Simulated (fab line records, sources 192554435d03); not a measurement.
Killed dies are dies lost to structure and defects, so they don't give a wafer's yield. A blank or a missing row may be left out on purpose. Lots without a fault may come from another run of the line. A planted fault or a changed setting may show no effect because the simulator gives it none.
Problem report in the 8D (eight disciplines) form, filled by code | flow n5_finfet | the parts of the form that need people (team, actions taken, sign-off) are left out

1. THE PROBLEM
susceptor_temp_C at N5_BEOL_M13_ILD_DEP_00 reads a mean of 347.32 C on 6 wafers of 2 lots; wafers without a fault read 350.01 C with a standard deviation of 0.22. That is -12 standard deviations from the usual mean.
The step: deposits SiOC from DEMS/O2, target thk 837.92 nm, time 166.4 s.
First seen on wafer L565.3, day 13 09:24, on pecvd-04. The record holds 33 wafers of 11 lots with a number at this step. Rule for "out", or "out of limits": more than 4 standard deviations from the usual mean. The other wafers with a number count as sound.

2. WHAT IT IS AND WHAT IT IS NOT
question                    | is                     | is not
which readings at this step | susceptor_temp_C       | showerhead_plenum_p_Torr, throttle_valve_pct
which lots                  | L565, L567             | L555, L558, L562, L569, L570, L571, L572, L573, L575
which wafers of those lots  | all that have a number | -
read on which tools         | pecvd-04               | pecvd-01, pecvd-02
when                        | from day 13 09:24      | up to then (9 sound wafers); but 18 sound wafers of L569, L570, L571, L572, L573, L575 came after

3. SUSPECTS, AND WHAT RULES EACH OUT
Counting: a tool at a process step up to the reading stays a suspect if it ran every lot that is out and no sound lot after the first of them.
- pecvd-04 at N5_BEOL_M13_ILD_DEP_00 (deposits SiOC from DEMS/O2, target thk 837.92 nm, time 166.4 s): kept. It ran every lot that is out, first L565 (day 13 09:24), and no sound lot after that; its last sound lot up to then is L562 (day 12 17:56). Its own readings are out on those wafers: susceptor_temp_C.
Left after counting: pecvd-04 at N5_BEOL_M13_ILD_DEP_00.

4. THE CAUSE (what the simulator had put in)
Process parameter drift: pecvd-04, from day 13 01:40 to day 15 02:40, at N5_BEOL_M13_ILD_DEP_00. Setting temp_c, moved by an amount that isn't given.
Counting left only this tool.

5. THE CHAIN OF EFFECTS, in route order
Each row: a reading whose mean over the struck wafers that have a number lies more than 3 standard deviations from the usual. Only readings for which the record gives a usual standard deviation are gone through. hours: the time from each lot's start at the first step in this table that gives one to its start at this step, as a median over the lots. sigmas: the change in usual standard deviations.
hours | step                   | reading          | usual    | on struck wafers | change | sigmas
0     | N5_BEOL_M13_ILD_DEP_00 | susceptor_temp_C | 350.01 C | 347.32           | -2.69  | -12
The process steps in it:
- N5_BEOL_M13_ILD_DEP_00: deposits SiOC from DEMS/O2, target thk 837.92 nm, time 166.4 s.

6. WHAT WOULD HAVE CAUGHT IT SOONER
In this record the first reading out of limits was taken at day 13 09:24, 8 hours after the fault began at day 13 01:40.
